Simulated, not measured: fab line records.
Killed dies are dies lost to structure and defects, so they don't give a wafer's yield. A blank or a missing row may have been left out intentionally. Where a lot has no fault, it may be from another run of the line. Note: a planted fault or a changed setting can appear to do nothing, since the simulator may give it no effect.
Matching of chambers + flow n5-finfet + N5_FIN_SAQP_SPACER2_ETCHBACK_29 on rie-diel-02: 3 sister chambers
The step etches SiO2 in CHF3/O2, target depth 12.2 nm, time 6.1 s. 14 wafers are shown with their chamber, then 5 later ones without.

## WAFERS, EACH WITH ITS CHAMBER
| wafer  | chamber | showerhead-plenum-p-Torr (Torr) | rf-vpp-V (V) | throttle-valve-pct (%) |
|--------|---------|---------------------------------|--------------|------------------------|
| L075.2 | 3       | 2.51                            | 525          | 18.75                  |
| L075.4 | 2       | 2.30                            | 506          | 19.09                  |
| L075.6 | 3       | 2.51                            | 525          | 18.75                  |
| L079.1 | 2       | 2.30                            | 504          | 19.11                  |
| L079.2 | 1       | 2.35                            | 525          | 18.74                  |
| L079.6 | 3       | 2.51                            | 526          | 18.77                  |
| L080.1 | 3       | 2.51                            | 524          | 18.78                  |
| L080.3 | 2       | 2.30                            | 503          | 19.12                  |
| L080.6 | 3       | 2.51                            | 525          | 18.77                  |
| L085.1 | 3       | 2.50                            | 526          | 18.78                  |
| L085.2 | 1       | 2.34                            | 525          | 18.77                  |
| L085.6 | 3       | 2.50                            | 526          | 18.79                  |
| L090.2 | 1       | 2.34                            | 523          | 18.78                  |
| L090.3 | 2       | 2.29                            | 504          | 19.15                  |

SIGNATURES (averages over the wafers above)
| reading                  | chamber 1 | chamber 2 | chamber 3 | scatter within a chamber |
|--------------------------|-----------|-----------|-----------|--------------------------|
| showerhead-plenum-p-Torr | 2.3433    | 2.2975    | 2.5071    | 0.00509                  |
| rf-vpp-V                 | 524.33    | 504.25    | 525.29    | 0.993                    |
| throttle-valve-pct       | 18.7633   | 19.1175   | 18.7700   | 0.0194                   |
Rule: for a wafer and a chamber, the distance is found by dividing, reading by reading, the gap between the wafer's reading and the chamber's mean by the reading's scatter, squaring, summing and taking the root. If the next closest chamber is less than 2 further off than the closest, the wafer can't be placed; otherwise it belongs to the closest. The scatter is the square root of a quotient: the sum, over the shown wafers, of each reading's squared deviation from its chamber's mean, divided by wafers minus chambers.

## WAFERS WITH NO CHAMBER GIVEN
| wafer  | showerhead-plenum-p-Torr (Torr) | rf-vpp-V (V) | throttle-valve-pct (%) |
|--------|---------------------------------|--------------|------------------------|
| L095.2 | 2.50                            | 525          | 18.81                  |
| L095.3 | 2.29                            | 506          | 19.16                  |
| L095.5 | 2.34                            | 524          | 18.80                  |
| L096.1 | 2.29                            | 506          | 19.16                  |
| L096.3 | 2.49                            | 525          | 18.81                  |

## EACH ONE'S CHAMBER
| wafer  | from the rows above | in truth |
|--------|---------------------|----------|
| L095.2 | 3                   | 3        |
| L095.3 | 2                   | 2        |
| L095.5 | 1                   | 1        |
| L096.1 | 2                   | 2        |
| L096.3 | 3                   | 3        |
Correctly placed: 5 of 5. From these rows, 0 cannot be placed. 0 placed wrongly.
